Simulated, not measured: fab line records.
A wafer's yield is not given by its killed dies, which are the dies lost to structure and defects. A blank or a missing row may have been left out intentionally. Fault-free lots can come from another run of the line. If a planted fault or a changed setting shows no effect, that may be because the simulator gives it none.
Matching of chambers + flow n5 finfet + 4 sister chambers for N5_BEOL_M1_ALD_84 on ald metal-04
The step deposits TaN, pulse time 2 s, purge time 3 s, co reactant purge time 2 s. 18 wafers are shown with their chamber, then 9 later ones without.

EACH WAFER AND ITS CHAMBER
| wafer  | chamber | heater power w (W) | heater power outer w (W) | precursor vessel carrier sccm (sccm) |
|--------|---------|--------------------|--------------------------|--------------------------------------|
| L075.4 | 2       | 382                | 209                      | 998                                  |
| L075.5 | 0       | 428                | 217                      | 1003                                 |
| L075.6 | 1       | 463                | 238                      | 997                                  |
| L080.3 | 0       | 435                | 217                      | 1004                                 |
| L080.4 | 2       | 372                | 206                      | 998                                  |
| L080.5 | 1       | 452                | 249                      | 1000                                 |
| L081.2 | 2       | 380                | 203                      | 1008                                 |
| L081.3 | 1       | 458                | 245                      | 997                                  |
| L081.5 | 2       | 386                | 206                      | 1005                                 |
| L083.2 | 1       | 448                | 242                      | 1000                                 |
| L083.5 | 3       | 379                | 204                      | 996                                  |
| L083.6 | 2       | 377                | 206                      | 1004                                 |
| L090.2 | 1       | 461                | 247                      | 998                                  |
| L090.3 | 3       | 373                | 214                      | 1004                                 |
| L090.5 | 2       | 380                | 206                      | 998                                  |
| L091.2 | 0       | 428                | 229                      | 1004                                 |
| L091.3 | 3       | 369                | 208                      | 1003                                 |
| L091.6 | 0       | 415                | 220                      | 1002                                 |

SIGNATURES (averages over the wafers above)
| reading                       | chamber 0 | chamber 1 | chamber 2 | chamber 3 | scatter within a chamber |
|-------------------------------|-----------|-----------|-----------|-----------|--------------------------|
| heater power w                | 426.50    | 456.40    | 379.50    | 373.67    | 6.14                     |
| heater power outer w          | 220.75    | 244.20    | 206.00    | 208.67    | 4.14                     |
| precursor vessel carrier sccm | 1003.25   | 998.40    | 1001.83   | 1001.00   | 3.24                     |
Rule: a wafer lies at a distance from a chamber equal to the root of the sum of squares, over the readings, of (its reading less the chamber's mean, divided by the reading's scatter). If the next closest chamber is less than 2 further off than the closest, the wafer can't be placed; otherwise it belongs to the closest. The scatter is the square root of a quotient: the sum, over the shown wafers, of each reading's squared deviation from its chamber's mean, divided by wafers minus chambers.

WAFERS MISSING THEIR CHAMBER
| wafer  | heater power w (W) | heater power outer w (W) | precursor vessel carrier sccm (sccm) |
|--------|--------------------|--------------------------|--------------------------------------|
| L092.1 | 421                | 229                      | 1002                                 |
| L092.2 | 385                | 206                      | 995                                  |
| L092.3 | 385                | 203                      | 1000                                 |
| L096.2 | 381                | 207                      | 1001                                 |
| L096.4 | 455                | 243                      | 1002                                 |
| L096.6 | 427                | 220                      | 1002                                 |
| L097.3 | 375                | 207                      | 999                                  |
| L097.5 | 433                | 222                      | 1001                                 |
| L097.6 | 463                | 238                      | 997                                  |

THE CHAMBER EACH PASSED THROUGH
| wafer  | from the rows above     | in truth |
|--------|-------------------------|----------|
| L092.1 | 0                       | 0        |
| L092.2 | can't be placed: 2 or 3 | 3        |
| L092.3 | can't be placed: 2 or 3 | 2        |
| L096.2 | can't be placed: 2 or 3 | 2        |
| L096.4 | 1                       | 1        |
| L096.6 | 0                       | 0        |
| L097.3 | can't be placed: 3 or 2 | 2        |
| L097.5 | 0                       | 0        |
| L097.6 | 1                       | 1        |
Correct placement for 5 of the 9. Unplaceable from these rows: 4, with the true chamber sitting among the candidates in 4. Number placed wrongly: 0.
